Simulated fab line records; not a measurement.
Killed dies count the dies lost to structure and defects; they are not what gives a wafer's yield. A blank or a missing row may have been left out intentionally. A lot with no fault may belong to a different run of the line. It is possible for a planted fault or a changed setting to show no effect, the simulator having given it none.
Split-lot study | flow n5-finfet | route with 1938 steps; 7 lots, 21 wafers read

ON THE SPLIT
At N5_HKMG_FIN_ETCH_58 (etches SOC in N2/H2, target depth 215.8 nm, time 741 s), the setting source-w was moved away from the recipe's 875 W on 7 of the 21 wafers read, by -13.4% to +12.2%. The other wafers ran this setting at the recipe's value.

The reading is taken at the split's own step.

THE READING
rf-vpp-V, in V, at N5_HKMG_FIN_ETCH_58 (etches SOC in N2/H2, target depth 215.8 nm, time 741 s). Typical for fault-free wafers on this fab line: 99.3 V, with standard deviation 0.81 V.

wafer  | tool, chamber at the split | source-w as run, W | against the recipe | rf-vpp-V, V | against lot-mates on the recipe
L075.1 | rie-diel-04, 3             | 875                | recipe             | 99.1        | -
L075.4 | rie-diel-04, 0             | 875                | recipe             | 98.5        | -
L075.5 | rie-diel-04, 2             | 875                | recipe             | 100.4       | -
L077.4 | rie-diel-04, 3             | 875                | recipe             | 99.1        | -
L077.5 | rie-diel-04, 2             | 875                | recipe             | 99.8        | -
L077.6 | rie-diel-04, 3             | 875                | recipe             | 98.8        | -
L079.1 | rie-diel-02, 1             | 875                | recipe             | 99.3        | -
L079.4 | rie-diel-02, 0             | 963.1              | +10.1%             | 95.4        | -3.9
L079.6 | rie-diel-02, 0             | 963.1              | +10.1%             | 96.0        | -3.3
L082.3 | rie-diel-02, 0             | 757.8              | -13.4%             | 105.0       | +5.2
L082.4 | rie-diel-02, 1             | 875                | recipe             | 99.8        | -
L082.5 | rie-diel-02, 1             | 757.8              | -13.4%             | 103.3       | +3.5
L085.3 | rie-diel-04, 0             | 875                | recipe             | 100.0       | -
L085.5 | rie-diel-04, 3             | 981.8              | +12.2%             | 97.0        | -2.3
L085.6 | rie-diel-04, 0             | 875                | recipe             | 98.7        | -
L086.2 | rie-diel-05, 1             | 875                | recipe             | 98.7        | -
L086.4 | rie-diel-05, 0             | 875                | recipe             | 100.9       | -
L086.6 | rie-diel-05, 3             | 875                | recipe             | 100.0       | -
L092.3 | rie-diel-05, 2             | 875                | recipe             | 99.8        | -
L092.4 | rie-diel-05, 2             | 774.5              | -11.5%             | 103.8       | +4.0
L092.5 | rie-diel-05, 0             | 774.5              | -11.5%             | 104.1       | +4.3

THE FIT
A straight line over all 21 wafers: rf-vpp-V changes by -0.341 V for each +1% of source-w; r = -0.95; the points scatter about the line by 0.79 V.
The same after taking each lot's own level away (the mean of its wafers on the recipe; 21 wafers): -0.32 V for each +1%; r = -0.95; scatter 0.74 V.
According to that fit, moving source-w by its largest amount changes the reading by 4.3 V.
The span of the lots' own levels, 99.23 to 99.87 V, comes to 0.8 times the standard deviation stated above.
Consequently the slope shifts little with the lot-to-lot level, the two slopes agreeing.
Check: for one of the wafers moved furthest among these (-13.4%), held out of the fit, the line's prediction against its lot-mates is +4.15 V. Against them it came out at +5.2 V.
Tool readings at the split's step, against how far the setting was moved: rf-vpp-V r = -0.95.

THE WHOLE CHAIN: every reading that the file lists as answering this split, in the file's order
step                | what it does                                           | reading                                                                         | change (the file's fit)              | r (the file's)
N5_HKMG_FIN_ETCH_58 | etches SOC in N2/H2, target depth 215.8 nm, time 741 s | rf-vpp-V                                                                        | -0.306 V for each +1% of the setting | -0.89
N5_HKMG_FIN_ETCH_58 | etches SOC in N2/H2, target depth 215.8 nm, time 741 s | etch.depth-nm (the simulator's own value, which no gauge read)                  | +2.18 nm for each +1% of the setting | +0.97
N5_HKMG_FIN_ETCH_58 | etches SOC in N2/H2, target depth 215.8 nm, time 741 s | HKMG_FIN.feature-depth-nm (the simulator's own value, which no gauge read)      | +2.17 nm for each +1% of the setting | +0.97
N5_HKMG_FIN_ETCH_58 | etches SOC in N2/H2, target depth 215.8 nm, time 741 s | SOC_of_HKMG_FIN_COAT_41.thk-nm (the simulator's own value, which no gauge read) | -2.23 nm for each +1% of the setting | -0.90

THE FILE'S OWN FIT
rf-vpp-V changes by -0.306 V for each +1% of source-w, r = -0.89.
